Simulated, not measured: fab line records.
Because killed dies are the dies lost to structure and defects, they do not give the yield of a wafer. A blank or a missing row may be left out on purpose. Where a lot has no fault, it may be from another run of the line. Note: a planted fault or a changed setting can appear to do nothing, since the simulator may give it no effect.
Chamber matching | flow nand-harc | NHARC_A_STAIRCASE_DESCUM_219 on rie-diel-08: 4 sister chambers
The step chemistry O2, time 3 s. 24 wafers are shown with their chamber, then 12 later ones without.

WAFERS PAIRED WITH THEIR CHAMBERS
wafer  | chamber | showerhead-plenum-p-Torr (Torr) | drypump-motor-current-A (A) | oes-product-au (a.u.)
L074.1 | 1       | 1.98                            | 5.8                         | 1.003
L074.2 | 3       | 1.79                            | 6.3                         | 1.003
L074.5 | 1       | 1.98                            | 5.8                         | 0.998
L077.2 | 0       | 2.00                            | 5.9                         | 0.989
L077.4 | 0       | 2.00                            | 5.9                         | 0.985
L077.6 | 3       | 1.79                            | 6.3                         | 1.007
L077.1 | 1       | 1.98                            | 5.8                         | 1.003
L077.3 | 3       | 1.79                            | 6.3                         | 1.000
L077.5 | 1       | 1.98                            | 5.9                         | 1.000
L078.1 | 1       | 1.98                            | 5.9                         | 0.985
L078.2 | 2       | 1.99                            | 5.7                         | 1.008
L078.5 | 0       | 2.00                            | 5.8                         | 1.005
L079.1 | 0       | 2.00                            | 5.9                         | 0.989
L079.2 | 3       | 1.78                            | 6.3                         | 1.001
L079.5 | 0       | 2.00                            | 5.8                         | 0.994
L081.3 | 0       | 1.99                            | 5.8                         | 0.990
L081.4 | 2       | 1.98                            | 5.8                         | 1.010
L081.6 | 1       | 1.97                            | 5.9                         | 0.998
L086.1 | 3       | 1.78                            | 6.3                         | 1.010
L086.2 | 1       | 1.97                            | 5.9                         | 0.989
L086.5 | 1       | 1.97                            | 5.9                         | 1.004
L084.2 | 3       | 1.78                            | 6.3                         | 1.007
L084.3 | 1       | 1.97                            | 5.9                         | 0.988
L084.6 | 1       | 1.97                            | 5.9                         | 0.989

SIGNATURES (means of the wafers above)
reading                  | chamber 0 | chamber 1 | chamber 2 | chamber 3 | scatter within a chamber
showerhead-plenum-p-Torr | 1.9983    | 1.9750    | 1.9850    | 1.7850    | 0.00516
drypump-motor-current-A  | 5.850     | 5.870     | 5.750     | 6.300     | 0.0453
oes-product-au           | 0.99200   | 0.99570   | 1.00900   | 1.00467   | 0.00629
Rule: a wafer lies at a distance from a chamber equal to the root of the sum of squares, over the readings, of (its reading less the chamber's mean, divided by the reading's scatter). If the next closest chamber is less than 2 further off than the closest, the wafer can't be placed; otherwise it belongs to the closest. The scatter: the root of (the sum of the squares of (reading less its chamber's mean) over the shown wafers, divided by (wafers less chambers)).

WAFERS WITH NO CHAMBER GIVEN
wafer  | showerhead-plenum-p-Torr (Torr) | drypump-motor-current-A (A) | oes-product-au (a.u.)
L087.1 | 1.97                            | 5.9                         | 0.996
L087.4 | 1.99                            | 5.9                         | 0.991
L087.6 | 1.97                            | 5.9                         | 0.994
L091.1 | 1.98                            | 5.8                         | 1.028
L091.5 | 1.97                            | 5.9                         | 0.993
L091.6 | 1.98                            | 5.7                         | 1.022
L090.2 | 1.77                            | 6.3                         | 0.992
L090.3 | 1.97                            | 5.7                         | 1.024
L090.5 | 1.97                            | 5.8                         | 1.020
L097.1 | 1.96                            | 5.9                         | 0.996
L097.2 | 1.97                            | 5.8                         | 1.016
L097.6 | 1.97                            | 5.7                         | 1.014

EACH ONE'S CHAMBER
wafer  | from the rows above     | in truth
L087.1 | 1                       | 1
L087.4 | can't be placed: 0 or 1 | 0
L087.6 | 1                       | 1
L091.1 | 2                       | 2
L091.5 | 1                       | 1
L091.6 | 2                       | 2
L090.2 | 3                       | 3
L090.3 | 2                       | 2
L090.5 | can't be placed: 2 or 1 | 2
L097.1 | 1                       | 1
L097.2 | can't be placed: 2 or 1 | 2
L097.6 | can't be placed: 2 or 1 | 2
Correct placement for 8 of the 12. These rows do not allow placing 4 (true chamber among the candidates in 4). 0 placed wrongly.
